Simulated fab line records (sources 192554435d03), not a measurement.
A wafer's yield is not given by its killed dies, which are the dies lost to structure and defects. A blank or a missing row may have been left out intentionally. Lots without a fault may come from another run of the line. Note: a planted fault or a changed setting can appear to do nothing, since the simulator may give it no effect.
One fault seen from 3 desks | flow n5-finfet | each desk holds nothing but its own numbers, with what lay behind them at the end

== THE DEFECT DESK ==
What the inspections along the route counted, lot by lot: means of the sampled wafers that have a number. Any lot whose mean is over 4 standard deviations away from the usual mean is out of limits and marked OUT; that distance is given in the brackets.
Columns: A = raw-defect-count at N5_ILD0_INSPECT_06, usual 39
lot  | first seen here | A
L547 | day 4 06:46     | 37
L549 | day 4 16:46     | 28
L550 | day 4 23:28     | 18
L551 | day 5 05:20     | 23
L552 | day 5 15:38     | 34
L553 | day 5 21:45     | 47
L563 | day 8 05:01     | 36
L566 | day 8 22:52     | 59
L567 | day 9 06:18     | 33
This desk's finding: nothing out of limits on any of the 9 lots.

== AT THE TOOL OWNER'S DESK: ald-sin-01 ==
The tool's own readings at N5_SDB_ALD_29 (deposits SiNx, target thk 30 nm, pulse time 1 s, ald cycles 600): means of the sampled wafers that have a number, for each lot that ran on this tool. Any lot whose mean is over 4 standard deviations away from the usual mean is out of limits and marked OUT; that distance is given in the brackets.
Columns: A = heater-power-w at N5_SDB_ALD_29, usual 829 W; B = precursor-pulse-height-rel at N5_SDB_ALD_29, usual 0.998
lot  | first seen here | A   | B
L547 | day 4 08:01     | 850 | 0.987
L549 | day 4 18:35     | 917 | 1.010
L550 | day 5 02:58     | 856 | 0.995
L551 | day 5 06:43     | 757 | 1.002
L552 | day 5 18:06     | 791 | 0.998
L567 | day 9 07:41     | 855 | 1.003
This desk's finding: nothing out of limits on any of the 6 lots.

== METROLOGY DESK ==
Means of the sampled wafers that have a number, per lot and without regard to the tool the lot ran on: this is what the gauges read. Any lot whose mean is over 4 standard deviations away from the usual mean is out of limits and marked OUT; that distance is given in the brackets. 7 of its 11 readings are shown, namely those furthest out on some lot.
Columns: A = DIBL_N at N5_BEOL_M4_RC_MEAS_101, usual 36.2 mV/V; B = DIBL_P at N5_BEOL_M4_RC_MEAS_101, usual 36.2 mV/V; C = IOFF_N at N5_BEOL_M4_RC_MEAS_101, usual 0.16 nA/um; D = IOFF_P at N5_BEOL_M4_RC_MEAS_101, usual 0.21 nA/um; E = ION_P at N5_BEOL_M4_RC_MEAS_101, usual 462 uA/um; F = SS_P at N5_BEOL_M4_RC_MEAS_101, usual 73.2 mV/dec; G = VT_N at N5_BEOL_M4_RC_MEAS_101, usual 250 mV
lot  | first seen here | A    | B    | C    | D    | E   | F    | G
L547 | day 4 03:12     | 35.0 | 36.6 | 0.16 | 0.22 | 472 | 73.4 | 250
L549 | day 4 13:13     | 35.3 | 34.9 | 0.14 | 0.19 | 466 | 72.9 | 249
L550 | day 4 19:25     | 40.4 | 40.5 | 0.25 | 0.32 | 477 | 74.6 | 243
L551 | day 5 01:46     | 36.4 | 38.0 | 0.17 | 0.21 | 456 | 73.5 | 250
L552 | day 5 12:04     | 37.2 | 37.9 | 0.18 | 0.26 | 472 | 73.1 | 248
L553 | day 5 18:10     | 36.2 | 35.8 | 0.15 | 0.23 | 465 | 72.8 | 252
L563 | day 8 01:27     | 32.4 | 31.7 | 0.10 | 0.14 | 449 | 72.3 | 257
L566 | day 8 19:12     | 37.0 | 35.4 | 0.14 | 0.22 | 464 | 72.8 | 250
L567 | day 9 02:16     | 36.4 | 35.9 | 0.15 | 0.21 | 458 | 72.7 | 251
This desk's finding: nothing out of limits on any of the 9 lots.

== ALL TOGETHER ==
Nothing out of limits was seen by the defect desk.
Nothing out of limits was seen by the tool owner's desk.
At the metrology desk, nothing out of limits was observed.

== WHAT THE SIMULATOR PUT IN ==
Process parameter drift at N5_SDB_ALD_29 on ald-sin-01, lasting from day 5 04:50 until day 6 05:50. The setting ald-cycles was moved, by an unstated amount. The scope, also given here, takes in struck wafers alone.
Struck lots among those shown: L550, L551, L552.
